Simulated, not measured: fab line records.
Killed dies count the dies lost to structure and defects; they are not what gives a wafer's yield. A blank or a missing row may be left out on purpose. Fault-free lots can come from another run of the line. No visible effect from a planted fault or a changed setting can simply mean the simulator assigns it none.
Problem report, 8D (eight disciplines) form, completed by code -- flow nand-harc -- the parts of the form that need people (team, actions taken, sign-off) are left out

1. THE ISSUE
Mean of heater-power-total-W at NHARC_P_ZERO_WELL_SOFTBAKE_06: 224.9 W across 5 wafers in 3 lots; on wafers with no fault it is 200.9 W (standard deviation 1.3). That is +18 standard deviations from the usual mean.
The step: time 70 s.
First observed at day 4 18:00: wafer L337.2, on litho-track-05. The record holds 36 wafers of 13 lots with a number at this step. By rule, "out" or "out of limits" means more than 4 standard deviations away from the usual mean. Any other wafer with a number is counted as sound.

2. WHAT IT IS; WHAT IT IS NOT
question,is,is not
which readings at this step,heater-power-total-W,-
which lots,"L337, L338, L339","L332, L333, L334, L344, L346, L348, L349, L351, L352, L353"
which wafers of those lots,"L337.2, L337.5, L338.2, L338.5, L339.2",L339.3
read on which tools,litho-track-05,litho-track-07
when,from day 4 18:00,"up to then (9 sound wafers); but 22 sound wafers of L339, L344, L346, L348, L349, L351, L352, L353 came after"

3. WHAT RULES OUT EACH SUSPECT
Counting: a tool at a process step up to the reading stays a suspect if it ran every lot that is out. Sound lots after the first of them don't rule it out here, since some wafers of a struck lot are sound.
- litho-track-05 at NHARC_P_ZERO_WELL_SOFTBAKE_06 (time 70 s): kept. Ran every lot that is out, first one L337 (day 4 18:00); last sound lot up to then L334 (day 3 13:00). Its own heater-power-total-W readings are out on those wafers.
The count leaves litho-track-05 at NHARC_P_ZERO_WELL_SOFTBAKE_06.

4. THE CAUSE (what the simulator had put in)
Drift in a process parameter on litho-track-05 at NHARC_P_ZERO_WELL_SOFTBAKE_06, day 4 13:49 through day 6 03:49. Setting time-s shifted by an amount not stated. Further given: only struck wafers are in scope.
The count eliminated every tool but this one.

5. THE CHAIN OF EFFECTS, in route order
One row per reading whose mean, taken over the struck wafers that have a number, lies over 3 standard deviations from the usual. Only readings whose record carries a usual standard deviation are examined. hours: median over the lots of the time between each lot's start at the first step of this table that gives one and its start at this step. sigmas: the change, counted in usual standard deviations.
hours,step,reading,usual,on struck wafers,change,sigmas
0,NHARC_P_ZERO_WELL_SOFTBAKE_06,heater-power-total-W,200.9 W,224.9,+24.0,+18
Process steps it contains:
- NHARC_P_ZERO_WELL_SOFTBAKE_06: time 70 s.
Readings that are blank on the struck wafers while sound wafers have them: plate-temp-C at NHARC_P_ZERO_WELL_SOFTBAKE_06.
Later steps that measure or inspect, where all struck wafers having a row at the step show a number for every such reading and not one has moved that far: NHARC_P_ZERO_WELL_INSPECT_43, NHARC_END_SORT_01.

6. WHAT WOULD HAVE CAUGHT IT SOONER
The fault began at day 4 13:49; the first out-of-limits reading in this record came at day 4 18:00, 4 hours later.
